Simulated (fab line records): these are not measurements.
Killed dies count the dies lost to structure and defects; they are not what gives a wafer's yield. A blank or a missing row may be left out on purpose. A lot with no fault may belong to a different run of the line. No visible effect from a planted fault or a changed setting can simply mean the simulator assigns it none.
Chamber matching	flow n5 finfet	4 sister chambers for N5_MIM_TOP_ALD_00 on ald hk-01
The step deposits Al2O3, purge time 3 s, co reactant pulse time 3 s. 4 wafers are shown with their chamber, then 11 later ones without.

WAFERS PAIRED WITH THEIR CHAMBERS
wafer	chamber	precursor pulse height rel
L086.5	3	1.013
L091.5	2	0.976
L091.6	1	1.011
L092.1	0	1.011

WAFERS WITHOUT THEIR CHAMBER
wafer	precursor pulse height rel
L092.2	0.997
L092.4	0.996
L093.1	0.978
L093.4	1.001
L093.5	0.975
L094.4	0.980
L094.5	1.043
L094.6	0.981
L095.1	1.011
L095.3	0.974
L095.6	1.011

THE CHAMBER EACH PASSED THROUGH
wafer	from the rows above	in truth
L092.2	can't be placed: 0 or 1 or 3 or 2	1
L092.4	can't be placed: 0 or 1 or 3 or 2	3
L093.1	2	2
L093.4	can't be placed: 0 or 1 or 3 or 2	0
L093.5	2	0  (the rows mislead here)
L094.4	2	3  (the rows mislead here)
L094.5	can't be placed: 3 or 0 or 1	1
L094.6	2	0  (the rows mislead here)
L095.1	can't be placed: 0 or 1 or 3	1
L095.3	2	2
L095.6	can't be placed: 0 or 1 or 3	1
Correct placement for 2 of the 11. These rows do not allow placing 6 (true chamber among the candidates in 6). Wrongly placed: 3.
How it was worked out, from the rows above alone: a wafer's distance from a chamber is the root of the sum, over the readings, of the square of ((its reading less the chamber's mean) divided by the reading's scatter). The wafer belongs to the nearest chamber; if the next one is less than 2 further off, it can't be placed. A chamber's mean is the mean of its shown wafers. The scatter: root of mean squared gap, hidden wafer to nearest shown wafer, with one shown wafer a chamber.
